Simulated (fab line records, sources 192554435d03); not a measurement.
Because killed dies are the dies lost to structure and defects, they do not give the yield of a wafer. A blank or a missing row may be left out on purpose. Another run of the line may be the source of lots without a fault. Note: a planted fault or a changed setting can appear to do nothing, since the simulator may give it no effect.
Matching of chambers | flow n5_finfet | uv_cure-02 running N5_BEOL_M8_CURE_75: 3 sister chambers
The step cures SiCOH lowk, time 120 s. 3 wafers are shown with their chamber, then 8 later ones without.

## WAFERS, EACH WITH ITS CHAMBER
wafer  | chamber | wafer_temp_C_max
L074.5 | 0       | 372.6
L085.5 | 2       | 371.3
L093.2 | 1       | 372.2

## WAFERS WHOSE CHAMBER IS MISSING
wafer  | wafer_temp_C_max
L093.3 | 372.7
L093.4 | 372.5
L095.4 | 372.7
L095.5 | 372.3
L095.6 | 372.9
L094.3 | 371.8
L094.4 | 371.7
L094.6 | 371.3

## EACH ONE'S CHAMBER
wafer  | from the rows above          | in truth
L093.3 | can't be placed: 0 or 1      | 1
L093.4 | can't be placed: 0 or 1      | 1
L095.4 | can't be placed: 0 or 1      | 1
L095.5 | can't be placed: 1 or 0      | 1
L095.6 | can't be placed: 0 or 1      | 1
L094.3 | can't be placed: 1 or 2 or 0 | 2
L094.4 | can't be placed: 2 or 1      | 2
L094.6 | 2                            | 2
1 of 8 placed correctly. From these rows, 7 cannot be placed; in 7 the true chamber is one of the candidates. Number placed wrongly: 0.
How it was worked out, from the rows above alone: a wafer's distance from a chamber is the root of the sum, over the readings, of the square of ((its reading less the chamber's mean) divided by the reading's scatter). The wafer belongs to the nearest chamber; if the next one is less than 2 further off, it can't be placed. For every chamber, the mean is computed from those of its wafers that are shown. The scatter (one wafer shown for each chamber): square how far every hidden wafer sits from the nearest shown wafer, average those squares and take the square root.
